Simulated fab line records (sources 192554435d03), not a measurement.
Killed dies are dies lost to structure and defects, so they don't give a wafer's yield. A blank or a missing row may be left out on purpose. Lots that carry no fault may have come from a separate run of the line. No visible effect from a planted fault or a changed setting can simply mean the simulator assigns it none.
fab line records	flow n5Finfet	part 1 of 2: steps 1 to 4 of 6
record: lots: 21	wafers: 63	lastDay: 18
route steps=1938 shown FIN_SAQP@140 FIN_CUT@173
lots that met no fault: from a run of the same line without faults
startH: hours from the record's opening day to when the first of the lot's shown wafers began	waitH: hours since the lot's step before	" same as the row above	L1.1+2: a row that stands for several wafers	- no value present, or no start provided	* or withheld: withheld	< > ~ a bound
route shown NAME@n: a module of which the file shows steps, and the number in the route of the first	usual: average and standard deviation across the fault-free wafers	same: alike in all rows	chamber/n: place in a boat	sites: each site's reading	_std_site: the standard deviation of these	_edge_site: outer sites' mean less inner sites'	radiusMm: how far each site lies from the wafer's centre	mask NAME#n: copy n	behind: the last tool/chamber to shape the wafer	hold: reason for holding the lot/hours on hold/outcome of the hold	device: which transistor (n, p or np) failed to switch	end of line: the same wafers' tests at the end of the route	step lacking rows: just its recipe	killed: dies lost to structure and defects at the first sort, not the wafer's yield	map: shows each die of a wafer: x if killed, . if not, _ if none is there
set.NAME: the setting as run; set.NAME@STEP: as run at that earlier step	model.NAME: the simulator's own value behind a step, which no gauge read
a sample of lots followed through the steps of the route, with each step as a table and each wafer as a row
services: when a tool's chamber went out of use (startH, in hours from the record's first day, below 0 if earlier), for how many hours, and the reason
== steps ==
step: N5_FIN_SAQP_MANDREL2_REMOVE_60
recipe: chemistry: HBr/Cl2/O2	btTimeS: 10	target: a-Si	stopOn: SiNx	endpoint: OES-SiCl	overEtchFrac: 1	icpW: 600	biasW: 22	HBr_flow_sccm: 150	Cl2_flow_sccm: 80	O2_flow_sccm: 5	pressureMtorr: 10
usual: HBr_flow_sccm: 150.0/0.44	drypumpMotorCurrentA: 5.6/0.59	heBacksideLeakSccm: 2.68/0.21	oesProductAu: 1.002/0.019	throttleValvePct: 36.8/0.34
lot.wafer	tool	chamber	startH	waitH	HBr_flow_sccm	drypumpMotorCurrentA	heBacksideLeakSccm	oesProductAu	rfHoursCounterH	throttleValvePct
L074.1	rieSi-03	2	28.54	0.1	149.8	4.9	2.79	1.031	191	37.5
L074.4	"	3	"	"	150.4	5.2	2.61	0.997	42	36.6
L074.6	"	3	"	"	150.3	5.2	2.56	0.995	-	36.6
L075.3	rieSi-03	3	33.80	0.1	150.5	5.2	2.48	1.005	42	36.6
L075.4	"	1	"	"	149.7	5.4	2.89	1.032	202	36.1
L075.5	"	1	"	"	149.3	5.4	2.88	1.016	-	36.1
L076.3	rieSi-03	1	38.68	0.1	149.9	5.5	2.90	1.032	202	36.1
L076.4	"	3	"	"	150.2	5.2	2.50	1.004	42	36.6
L076.6	"	2	"	"	149.1	4.9	2.62	1.036	-	37.5
L078.2	rieSi-04	1	49.88	0.1	149.5	4.9	2.67	0.988	130	36.4
L078.4	"	3	"	"	150.8	5.5	2.88	1.006	127	37.0
L078.6	"	3	"	"	149.9	5.5	2.65	1.011	-	37.0
L079.1	rieSi-03	3	55.63	0.1	150.0	5.2	2.45	1.005	42	36.6
L079.2	"	1	"	"	150.2	5.5	2.87	1.028	202	36.1
L079.4	"	2	"	"	150.6	4.9	2.76	1.022	192	37.4
L080.1	rieSi-04	3	61.65	0.1	150.1	5.5	2.87	1.005	127	37.0
L080.3	"	0	"	"	149.6	6.0	2.84	0.969	201	36.9
L080.6	"	1	"	"	149.8	4.8	2.36	0.989	-	36.4
L082.1	rieSi-03	3	74.25	0.1	149.3	5.2	2.50	1.010	43	36.6
L082.2	"	2	"	"	150.2	4.9	2.73	1.022	192	37.5
L082.6	"	0	"	"	150.0	5.7	2.80	0.992	-	37.1
L083.1	rieSi-01	3	79.83	0.1	149.7	6.6	2.84	0.993	81	36.8
L083.4	"	0	"	"	149.7	6.1	2.56	1.043	132	36.4
L083.5	"	2	"	"	149.8	5.7	3.20	1.025	-	36.9
L084.3	rieSi-03	1	85.43	0.1	150.1	5.5	2.68	1.023	0	36.5
L084.5	"	3	"	"	150.5	5.2	2.42	0.993	-	36.6
L084.6	"	0	"	"	150.7	5.6	2.70	0.986	-	37.1
L085.2	rieSi-01	3	93.39	0.1	150.6	6.6	2.76	0.987	82	36.8
L085.4	"	0	"	"	149.5	6.1	2.38	1.023	133	36.4
L085.5	"	0	"	"	150.3	6.0	2.37	1.023	-	36.4
L086.1	rieSi-04	3	99.44	0.1	150.8	5.5	2.64	0.997	128	37.0
L086.3	"	2	"	"	149.6	6.5	2.34	0.984	143	37.0
L086.5	"	2	"	"	149.9	6.5	2.45	0.984	-	37.0
L087.3	rieSi-04	3	104.38	0.1	149.2	5.5	2.75	0.995	128	37.0
L087.4	"	1	"	"	149.3	4.8	2.38	0.984	131	36.4
L087.6	"	0	"	"	150.1	6.0	2.88	0.984	-	36.5
L088.2	rieSi-04	0	115.91	0.1	150.1	6.0	2.71	0.986	0	36.5
L088.5	"	0	"	"	149.3	6.0	2.75	0.980	-	36.6
L088.6	"	1	"	"	150.0	4.9	2.33	0.991	-	36.4
L089.4	rieSi-01	3	116.33	0.1	150.0	6.6	2.82	0.997	82	36.8
L089.5	"	3	"	"	149.1	6.6	2.74	0.991	-	36.8
L089.6	"	2	"	"	149.8	5.7	3.10	1.034	-	36.9
L090.1	rieSi-04	2	123.71	0.1	149.7	6.5	2.36	0.984	143	37.0
L090.3	"	0	"	"	149.4	6.0	2.66	0.987	1	36.6
L090.5	"	3	"	"	149.3	5.5	2.68	1.000	-	37.0
L092.3	rieSi-03	2	134.04	0.1	149.4	4.9	2.73	1.032	193	37.4
L092.5	"	1	"	"	149.8	5.5	2.68	1.026	-	36.5
L092.6	"	2	"	"	149.4	4.9	2.78	1.030	-	37.5
L093.2	rieSi-01	1	141.64	0.1	150.2	4.7	2.62	0.987	187	36.5
L093.5	"	0	"	"	149.3	6.1	2.38	1.040	-	36.4
L093.6	"	1	"	"	150.0	4.7	2.77	0.994	-	36.5
L094.1	rieSi-04	2	146.49	0.1	150.2	6.5	2.37	0.993	144	37.0
L094.4	"	0	"	"	149.7	6.0	2.76	0.995	1	36.5
L094.6	"	3	"	"	151.1	5.5	2.63	1.007	-	37.1
L095.1	rieSi-04	0	155.64	0.1	149.6	6.0	2.77	0.990	1	36.6
L095.3	"	1	"	"	149.6	4.9	2.75	0.985	132	36.4
L095.4	"	2	"	"	150.3	6.5	2.46	0.995	144	37.0
L096.2	rieSi-04	3	161.83	0.1	149.5	5.5	2.83	1.015	129	37.0
L096.4	"	1	"	"	149.8	4.9	2.56	1.000	133	36.4
L096.6	"	1	"	"	150.0	4.8	2.79	0.996	-	36.4
L097.1	rieSi-04	2	167.10	0.1	150.8	6.5	2.71	0.990	144	37.0
L097.5	"	2	"	"	150.3	6.5	2.63	0.994	-	37.0
L097.6	"	3	"	"	150.2	5.5	2.84	1.006	-	37.0
step: N5_FIN_SAQP_CD_MEAS_31
recipe: targetCdNm: 8	landingEnergyEv: 1000	detector: seInlens	polarity: line
usual: cdNm: 8.13/0.21
lot.wafer	tool	chamber	startH	waitH	cdNm
L074.1	cdSem-02	0	28.65	0.1	8.04
L074.4	"	0	"	"	8.12
L074.6	"	0	"	"	8.26
L075.3	cdSem-02	0	33.91	0.1	7.83
L075.4	"	0	"	"	7.86
L075.5	"	0	"	"	8.05
L076.3	cdSem-03	0	38.80	0.1	8.18
L076.4	"	0	"	"	7.86
L076.6	"	0	"	"	8.03
L078.2	cdSem-02	0	50.00	0.1	7.92
L078.4	"	0	"	"	8.00
L078.6	"	0	"	"	7.95
L079.1	cdSem-02	0	55.74	0.1	8.53
L079.2	"	0	"	"	7.95
L079.4	"	0	"	"	7.96
L080.1	cdSem-01	0	61.76	0.1	7.96
L080.3	"	0	"	"	8.02
L080.6	"	0	"	"	8.52
L082.1	cdSem-02	0	74.36	0.1	8.14
L082.2	"	0	"	"	8.06
L082.6	"	0	"	"	8.08
L083.1	cdSem-01	0	79.94	0.1	7.96
L083.4	"	0	"	"	8.19
L083.5	"	0	"	"	8.27
L084.3	cdSem-03	0	85.55	0.1	7.91
L084.5	"	0	"	"	7.85
L084.6	"	0	"	"	8.02
L085.2	cdSem-01	0	93.51	0.1	8.03
L085.4	"	0	"	"	8.01
L085.5	"	0	"	"	8.36
L086.1	cdSem-03	0	99.55	0.1	7.94
L086.3	"	0	"	"	8.33
L086.5	"	0	"	"	8.54
L087.3	cdSem-03	0	104.50	0.1	7.87
L087.4	"	0	"	"	8.19
L087.6	"	0	"	"	7.83
L088.2	cdSem-03	0	116.02	0.1	8.19
L088.5	"	0	"	"	8.41
L088.6	"	0	"	"	8.11
L089.4	cdSem-03	0	116.45	0.1	8.01
L089.5	"	0	"	"	8.10
L089.6	"	0	"	"	7.84
L090.1	cdSem-03	0	123.83	0.1	8.26
L090.3	"	0	"	"	8.07
L090.5	"	0	"	"	8.13
L092.3	cdSem-03	0	134.16	0.1	7.73
L092.5	"	0	"	"	8.32
L092.6	"	0	"	"	8.12
L093.2	cdSem-02	0	141.76	0.1	8.07
L093.5	"	0	"	"	7.92
L093.6	"	0	"	"	7.92
L094.1	cdSem-01	0	146.60	0.1	8.51
L094.4	"	0	"	"	8.37
L094.6	"	0	"	"	8.46
L095.1	cdSem-03	0	155.75	0.1	8.37
L095.3	"	0	"	"	7.99
L095.4	"	0	"	"	8.82
L096.2	cdSem-01	0	161.95	0.1	8.35
L096.4	"	0	"	"	7.92
L096.6	"	0	"	"	8.25
L097.1	cdSem-01	0	167.21	0.1	8.23
L097.5	"	0	"	"	7.83
L097.6	"	0	"	"	8.24
step: N5_FIN_SAQP_ETCH_34
recipe: chemistry: C4F6/O2	target: SiO2	targetDepthA: 450	timeS: 15	ionEnergyEv: 250	pressureMtorr: 30	sourceW: 345	biasW: 185	Ar_flow_sccm: 300	C4F6_flow_sccm: 10	O2_flow_sccm: 10	ends: cleared
usual: C4F6_flow_sccm: 10.00/0.031	drypumpMotorCurrentA: 5.8/0.59	etchRfOnTimeS: 15.10/0.26	oesProductAu: 0.66/0.056	rfVppV: 672/13	showerheadPlenumPTorr: 2.84/0.099	throttleValvePct: 21.1/0.31
lot.wafer	tool	chamber	startH	waitH	C4F6_flow_sccm	drypumpMotorCurrentA	etchRfOnTimeS	oesProductAu	rfHoursCounterH	rfVppV	showerheadPlenumPTorr	throttleValvePct
L074.1	rieDiel-06	0	28.82	0.0	9.92	5.8	15.20	0.62	170	647	2.71	21.2
L074.4	"	1	"	"	10.00	5.5	14.93	0.65	131	689	2.74	21.4
L074.6	"	3	"	"	9.98	5.0	15.07	0.65	-	672	2.75	20.6
L075.3	rieDiel-02	1	34.29	0.0	10.03	6.7	14.94	0.77	25	654	3.04	20.7
L075.4	"	2	"	"	9.99	6.1	15.04	0.72	56	675	2.88	21.0
L075.5	"	1	"	"	10.00	6.7	14.94	0.76	-	656	3.04	20.7
L076.3	rieDiel-02	2	38.91	0.0	9.96	6.1	15.03	0.72	58	674	2.88	20.9
L076.4	"	0	"	"	9.95	5.7	14.70	0.71	96	691	2.87	21.1
L076.6	"	2	"	"	10.01	6.1	14.94	0.72	-	674	2.88	21.0
L078.2	rieDiel-05	3	50.11	0.0	10.00	5.5	15.23	0.79	10	677	2.81	20.9
L078.4	"	1	"	"	10.03	6.6	15.27	0.70	70	680	2.91	20.7
L078.6	"	1	"	"	10.03	6.6	15.28	0.70	-	680	2.91	20.7
L079.1	rieDiel-06	0	55.86	0.0	9.97	5.8	15.21	0.61	181	646	2.70	21.2
L079.2	"	3	"	"	10.02	5.0	15.11	0.65	139	669	2.75	20.6
L079.4	"	3	"	"	9.98	5.0	15.06	0.65	-	668	2.75	20.6
L080.1	rieDiel-06	3	61.93	0.0	9.98	5.0	15.08	0.64	141	669	2.75	20.6
L080.3	"	2	"	"	10.05	4.9	15.37	0.61	169	680	2.97	21.5
L080.6	"	2	"	"	10.05	4.9	15.35	0.61	-	678	2.97	21.5
L082.1	rieDiel-02	1	74.48	0.0	10.01	6.7	14.97	0.74	39	655	3.03	20.8
L082.2	"	0	"	"	10.08	5.7	14.70	0.71	108	690	2.87	21.1
L082.6	"	2	"	"	9.94	6.1	15.12	0.70	-	676	2.88	21.0
L083.1	rieDiel-06	1	80.12	0.0	9.98	5.5	14.87	0.64	151	687	2.73	21.5
L083.4	"	2	"	"	9.99	4.9	15.26	0.60	175	679	2.96	21.6
L083.5	"	2	"	"	9.96	4.9	15.35	0.60	-	680	2.96	21.5
L084.3	rieDiel-05	2	85.77	0.0	10.01	6.3	15.18	0.63	168	663	2.86	21.5
L084.5	"	1	"	"	9.99	6.7	15.41	0.69	-	680	2.90	20.8
L084.6	"	0	"	"	10.01	6.4	14.51	0.73	-	681	2.90	21.1
L085.2	rieDiel-05	0	93.62	0.0	9.97	6.4	14.44	0.73	75	680	2.90	21.1
L085.4	"	1	"	"	10.02	6.7	15.33	0.68	84	680	2.90	20.8
L085.5	"	3	"	"	10.00	5.4	15.13	0.77	-	677	2.80	20.9
L086.1	rieDiel-06	3	99.69	0.0	9.97	5.0	15.24	0.63	153	669	2.74	20.6
L086.3	"	1	"	"	10.00	5.5	15.15	0.63	157	688	2.73	21.4
L086.5	"	2	"	"	10.00	4.9	15.51	0.60	-	681	2.96	21.5
L087.3	rieDiel-02	0	104.66	0.0	9.98	5.7	14.57	0.70	119	691	2.86	21.1
L087.4	"	2	"	"	9.98	6.1	15.09	0.69	81	674	2.87	21.0
L087.6	"	1	"	"	10.02	6.7	14.77	0.74	-	655	3.02	20.8
L088.2	rieDiel-06	3	116.22	0.0	10.03	5.0	15.13	0.63	159	669	2.74	20.6
L088.5	"	1	"	"	9.98	5.5	14.94	0.62	-	688	2.73	21.5
L088.6	"	0	"	"	10.02	5.7	15.41	0.59	-	645	2.69	21.2
L089.4	rieDiel-06	3	116.81	0.0	10.02	5.0	15.11	0.64	159	670	2.74	20.6
L089.5	"	0	"	"	9.99	5.8	15.28	0.60	-	645	2.69	21.2
L089.6	"	3	"	"	10.04	5.0	15.07	0.63	-	670	2.74	20.6
L090.1	rieDiel-02	3	123.95	0.0	10.01	5.7	14.88	0.62	181	660	2.85	21.3
L090.3	"	2	"	"	9.98	6.1	15.24	0.68	88	676	2.87	21.0
L090.5	"	1	"	"	9.98	6.7	15.10	0.72	-	653	3.02	20.8
L092.3	rieDiel-06	1	134.27	0.0	9.98	5.5	15.34	0.61	169	688	2.73	21.5
L092.5	"	0	"	"	9.96	5.8	15.49	0.59	-	645	2.69	21.2
L092.6	"	1	"	"	10.03	5.5	15.32	0.61	-	690	2.73	21.5
L093.2	rieDiel-05	0	141.97	0.0	10.03	6.4	14.52	0.71	93	682	2.89	21.2
L093.5	"	3	"	"	10.06	5.5	15.22	0.73	-	676	2.80	21.0
L093.6	"	2	"	"	10.05	6.3	15.23	0.61	-	664	2.85	21.5
L094.1	rieDiel-06	2	146.71	0.0	10.04	4.9	15.53	0.59	197	679	2.95	21.6
L094.4	"	3	"	"	9.90	5.0	15.19	0.62	-	669	2.73	20.7
L094.6	"	2	"	"	10.01	4.9	15.50	0.58	-	678	2.95	21.6
L095.1	rieDiel-06	1	156.06	0.0	10.01	5.5	15.27	0.61	181	687	2.72	21.5
L095.3	"	3	"	"	10.00	5.0	15.29	0.62	171	670	2.73	20.6
L095.4	"	3	"	"	9.99	5.0	15.33	0.62	-	671	2.73	20.6
L096.2	rieDiel-05	2	162.06	0.0	10.01	6.2	15.16	0.62	190	664	2.85	21.5
L096.4	"	1	"	"	10.02	6.7	15.28	0.66	-	678	2.89	20.8
L096.6	"	3	"	"	9.97	5.5	15.18	0.74	-	677	2.80	21.0
L097.1	rieDiel-05	3	167.33	0.0	9.98	5.4	15.18	0.73	43	677	2.79	21.0
L097.5	"	2	"	"	10.00	6.3	15.18	0.61	-	663	2.85	21.5
L097.6	"	3	"	"	10.02	5.4	15.07	0.73	-	675	2.79	21.0
step: N5_FIN_SAQP_STRIP_77
recipe: chemistry: N2/H2	timeS: 90	powerW: 100	tempC: 40	pressureMtorr: 100	rfFrequencyHz: 6e+07	biasPowerW: 3	n2FlowSccm: 300	h2FlowSccm: 300
usual: drypumpMotorCurrentA: 5.8/0.59	oesProductAu: 0.78/0.069	rfVppV: 45.3/0.84	showerheadPlenumPTorr: 3.36/0.11	throttleValvePct: 12.2/0.32
lot.wafer	tool	chamber	startH	waitH	drypumpMotorCurrentA	oesProductAu	rfHoursCounterH	rfVppV	showerheadPlenumPTorr	throttleValvePct
L074.1	rieDiel-06	0	28.84	0.0	5.8	0.73	170	43.9	3.23	12.5
L074.4	"	1	"	"	5.5	0.75	132	44.9	3.25	12.5
L074.6	"	3	"	"	5.0	0.77	-	45.6	3.27	11.9
L075.3	rieDiel-02	1	34.31	0.0	6.7	0.91	25	47.4	3.57	11.6
L075.4	"	2	"	"	6.1	0.84	56	44.5	3.44	12.1
L075.5	"	1	"	"	6.7	0.91	-	45.5	3.57	11.6
L076.3	rieDiel-02	2	38.93	0.0	6.1	0.84	58	44.8	3.44	12.1
L076.4	"	0	"	"	5.7	0.83	96	46.0	3.39	12.0
L076.6	"	2	"	"	6.1	0.86	-	45.2	3.44	12.1
L078.2	rieDiel-05	3	50.14	0.0	5.5	0.94	10	45.1	3.32	11.9
L078.4	"	1	"	"	6.6	0.81	70	46.5	3.41	11.8
L078.6	"	1	"	"	6.7	0.81	-	45.2	3.41	11.8
L079.1	rieDiel-06	0	55.88	0.0	5.8	0.71	181	44.8	3.22	12.5
L079.2	"	3	"	"	5.0	0.76	139	46.6	3.27	11.9
L079.4	"	3	"	"	5.1	0.76	-	45.0	3.27	11.9
L080.1	rieDiel-06	3	61.95	0.0	5.0	0.76	141	44.8	3.26	11.9
L080.3	"	2	"	"	4.9	0.72	169	43.7	3.50	12.5
L080.6	"	2	"	"	4.9	0.72	-	44.9	3.50	12.5
L082.1	rieDiel-02	1	74.50	0.0	6.7	0.88	39	46.0	3.56	11.7
L082.2	"	0	"	"	5.7	0.82	108	45.5	3.38	12.1
L082.6	"	2	"	"	6.1	0.83	-	46.3	3.43	12.1
L083.1	rieDiel-06	1	80.14	0.0	5.5	0.73	151	45.1	3.24	12.5
L083.4	"	2	"	"	4.9	0.70	175	45.5	3.50	12.5
L083.5	"	2	"	"	4.9	0.71	-	45.5	3.50	12.5
L084.3	rieDiel-05	2	85.79	0.0	6.3	0.73	168	45.3	3.38	12.6
L084.5	"	1	"	"	6.7	0.79	-	45.9	3.41	11.8
L084.6	"	0	"	"	6.4	0.86	-	44.8	3.42	12.0
L085.2	rieDiel-05	0	93.64	0.0	6.4	0.85	75	44.6	3.42	12.0
L085.4	"	1	"	"	6.7	0.80	84	46.7	3.40	11.8
L085.5	"	3	"	"	5.5	0.90	-	45.0	3.31	11.9
L086.1	rieDiel-06	3	99.71	0.0	5.0	0.75	153	44.8	3.26	11.9
L086.3	"	1	"	"	5.5	0.73	157	44.7	3.24	12.5
L086.5	"	2	"	"	5.0	0.70	-	45.0	3.49	12.6
L087.3	rieDiel-02	0	104.69	0.0	5.7	0.81	119	44.9	3.38	12.1
L087.4	"	2	"	"	6.1	0.81	81	44.7	3.42	12.1
L087.6	"	1	"	"	6.7	0.87	-	45.3	3.56	11.7
L088.2	rieDiel-06	3	116.24	0.0	5.0	0.74	159	45.5	3.25	12.0
L088.5	"	1	"	"	5.5	0.72	-	44.8	3.23	12.6
L088.6	"	0	"	"	5.8	0.70	-	46.3	3.21	12.5
L089.4	rieDiel-06	3	116.83	0.0	5.0	0.74	159	44.6	3.25	11.9
L089.5	"	0	"	"	5.8	0.70	-	44.9	3.21	12.6
L089.6	"	3	"	"	5.0	0.74	-	45.2	3.25	12.0
L090.1	rieDiel-02	3	123.97	0.0	5.7	0.73	181	45.6	3.34	12.3
L090.3	"	2	"	"	6.1	0.81	88	47.1	3.42	12.1
L090.5	"	1	"	"	6.7	0.86	-	45.2	3.55	11.7
L092.3	rieDiel-06	1	134.29	0.0	5.5	0.71	169	45.6	3.23	12.6
L092.5	"	0	"	"	5.8	0.70	-	44.6	3.21	12.6
L092.6	"	1	"	"	5.5	0.71	-	46.6	3.23	12.6
L093.2	rieDiel-05	0	141.99	0.0	6.5	0.82	93	43.8	3.41	12.1
L093.5	"	3	"	"	5.5	0.86	-	44.3	3.31	12.0
L093.6	"	2	"	"	6.3	0.72	-	46.1	3.37	12.6
L094.1	rieDiel-06	2	146.74	0.0	5.0	0.69	197	45.4	3.48	12.6
L094.4	"	3	"	"	5.0	0.74	-	43.7	3.25	12.0
L094.6	"	2	"	"	4.9	0.70	-	46.0	3.48	12.6
L095.1	rieDiel-06	1	156.08	0.0	5.5	0.70	181	45.6	3.22	12.6
L095.3	"	3	"	"	5.0	0.73	171	44.0	3.25	12.0
L095.4	"	3	"	"	5.0	0.73	-	43.9	3.25	12.0
L096.2	rieDiel-05	2	162.08	0.0	6.3	0.72	190	46.4	3.37	12.6
L096.4	"	1	"	"	6.7	0.78	-	46.5	3.39	11.9
L096.6	"	3	"	"	5.5	0.87	-	44.9	3.30	12.0
L097.1	rieDiel-05	3	167.35	0.0	5.5	0.85	43	44.3	3.30	12.0
L097.5	"	2	"	"	6.3	0.72	-	45.1	3.37	12.6
L097.6	"	3	"	"	5.4	0.86	-	45.9	3.30	12.0
